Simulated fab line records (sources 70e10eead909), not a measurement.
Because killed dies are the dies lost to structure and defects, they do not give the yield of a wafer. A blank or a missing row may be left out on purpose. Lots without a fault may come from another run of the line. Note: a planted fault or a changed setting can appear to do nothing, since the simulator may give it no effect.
Which of the tools did it? -- flow nandHarc -- 14 lots, 42 wafers sampled, at 5 steps of a route of 1302

## WHAT EACH GAUGE READ, for each wafer
NHARC_A_DECK1_JOINT_THK_MEAS_17: measures by ellipsometry. Usual: thkNm 45.2 nm, standard deviation 1.1.
lot,measured,on,thkNm (nm),flag
L480,day 13 07:31,filmMetro-01,44.1 46.8 47.9,
L481,day 13 07:31,filmMetro-02,45.0 44.0 45.5,
L482,day 14 00:58,filmMetro-01,46.4 45.7 44.3,
L484,day 14 10:08,filmMetro-01,44.6 45.7 44.5,
L488,day 16 11:37,filmMetro-02,45.8 45.0 46.2,
L491,day 17 03:29,filmMetro-01,43.3 45.0 45.0,
L493,day 18 09:15,filmMetro-02,43.6 45.3 45.0,
L495,day 19 08:46,filmMetro-02,44.3 45.0 44.6,
L497,day 20 04:38,filmMetro-02,46.6 45.6 42.9,
L498,day 20 12:29,filmMetro-02,45.1 47.0 45.7,
L499,day 20 20:43,filmMetro-02,44.8 45.4 46.6,
L500,day 21 06:13,filmMetro-01,45.1 45.5 46.6,
L501,day 21 15:05,filmMetro-01,44.3 44.8 44.6,
L502,day 22 00:20,filmMetro-02,45.2 46.1 44.4,

NHARC_A_ONON_D2_THK_MEAS_14: measures by ellipsometry. Usual: thkNm 1002 nm, standard deviation 11.
lot,measured,on,thkNm (nm),flag
L480,day 13 10:24,filmMetro-02,1010 1008 1011,
L481,day 13 10:25,filmMetro-01,995 993 994,
L482,day 14 03:51,filmMetro-01,998 1000 998,
L484,day 14 13:01,filmMetro-02,988 988 985,
L488,day 16 14:31,filmMetro-01,1023 1022 1023,
L491,day 17 06:23,filmMetro-02,990 990 989,
L493,day 18 12:08,filmMetro-02,993 995 994,
L495,day 19 11:38,filmMetro-01,1017 1018 1018,
L497,day 20 07:31,filmMetro-02,1004 1004 1004,
L498,day 20 15:22,filmMetro-01,990 989 989,
L499,day 20 23:35,filmMetro-02,1007 1009 1007,
L500,day 21 09:05,filmMetro-01,1009 1010 1010,
L501,day 21 17:57,filmMetro-02,1017 1017 1017,
L502,day 22 03:13,filmMetro-02,1001 1004 1002,

NHARC_A_ONON_D2_THK_MEAS_18: measures by ellipsometry. Usual: thkNm 999 nm, standard deviation 9.3.
lot,measured,on,thkNm (nm),flag
L480,day 13 18:04,filmMetro-02,1004 1003 1005,
L481,day 13 18:04,filmMetro-01,995 996 998,
L482,day 14 12:41,filmMetro-01,993 992 993,
L484,day 14 22:39,filmMetro-01,1010 1011 1011,
L488,day 16 22:30,filmMetro-01,695 694 694,OFF
L491,day 17 13:41,filmMetro-02,708 708 708,OFF
L493,day 18 20:16,filmMetro-01,998 1000 1000,
L495,day 19 20:38,filmMetro-01,1005 1001 1002,
L497,day 20 14:56,filmMetro-01,1005 1004 1006,
L498,day 20 23:21,filmMetro-01,998 997 999,
L499,day 21 06:55,filmMetro-01,1000 997 999,
L500,day 21 20:22,filmMetro-02,1013 1010 1011,
L501,day 22 01:43,filmMetro-02,993 992 993,
L502,day 22 10:33,filmMetro-02,995 996 997,

NHARC_END_SORT_01. Usual: killedAtArray 55, standard deviation 20; killedAtOther 1.2, standard deviation 1.3; killedAtPeriphery 4.0, standard deviation 3; killedDies 60, standard deviation 21; killedOpen 3.2, standard deviation 1.9; killedShort 2.5, standard deviation 1.6.
lot,measured,on,killedAtArray,killedAtOther,killedAtPeriphery,killedDies,killedOpen,killedShort,flag
L488,day 29 21:17,prober-01,673 669 675,1 6 1,3 2 1,677 677 677,3 4 3,3 0 5,OFF
L491,day 29 12:43,prober-01,669 669 674,0 2 1,8 6 2,677 677 677,4 4 2,1 1 3,OFF

## EACH LOT AND THE TOOL THAT RAN IT (in order: tool; ch and the chambers of the sampled wafers; start)
lot,NHARC_A_ONON_D2_DEP_16
L480,"pecvdOnon-01 ch 0, day 13 17:34"
L481,"pecvdOnon-04 ch 0, day 13 17:37"
L482,"pecvdOnon-04 ch 0, day 14 12:10"
L484,"pecvdOnon-01 ch 0, day 14 22:12"
L488,"pecvdOnon-01 ch 0, day 16 22:03"
L491,"pecvdOnon-01 ch 0, day 17 13:10"
L493,"pecvdOnon-02 ch 0, day 18 19:49"
L495,"pecvdOnon-02 ch 0, day 19 20:08"
L497,"pecvdOnon-02 ch 0, day 20 14:36"
L498,"pecvdOnon-02 ch 0, day 20 22:54"
L499,"pecvdOnon-04 ch 0, day 21 06:24"
L500,"pecvdOnon-02 ch 0, day 21 19:52"
L501,"pecvdOnon-02 ch 0, day 22 01:12"
L502,"pecvdOnon-04 ch 0, day 22 10:06"
- NHARC_A_ONON_D2_DEP_16: target thk 1000 nm.

## WHAT THE TOOLS THEMSELVES READ (means of the sampled wafers that have a number; where no wafer has one, the mark that the record gives instead)
The record holds no such reading with a usual standard deviation.

## THE ANSWER, worked out from the rows above alone
Rule: lot off if the mean of its wafers having a number is beyond 3 standard deviations from the usual mean. A lot without any number at a reading at which 4 lots or more have one is off too. The other lots that the step has rows for count as sound. Order of review: gauges by route order, followed by the tools' own readings, for which a lot's mean as printed above is used. At the first step where some lot is off, the reading lying furthest off is the one used; lots without a number count as furthest.
Off: L488, L491, at NHARC_A_ONON_D2_THK_MEAS_18 (thkNm).
A tool fits if, at a process step before that reading, it ran every lot that is off, and no sound lot after the first of them. Not tried: the gauges at NHARC_A_ONON_D2_THK_MEAS_18; whatever is off there is also off at NHARC_END_SORT_01, on other tools, and gauge error can't account for it. One candidate fits, namely pecvdOnon-01 at NHARC_A_ONON_D2_DEP_16. Its last sound lot is L484 (day 14 22:12), its first lot that is off L488 (day 16 22:03): a fault that began between those two fits.

## WHAT THE SIMULATOR PUT IN
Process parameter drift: pecvdOnon-01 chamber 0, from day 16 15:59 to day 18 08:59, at NHARC_A_ONON_D2_DEP_16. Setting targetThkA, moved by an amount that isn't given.
Struck lots among those shown: L488, L491. The rule above found the same.
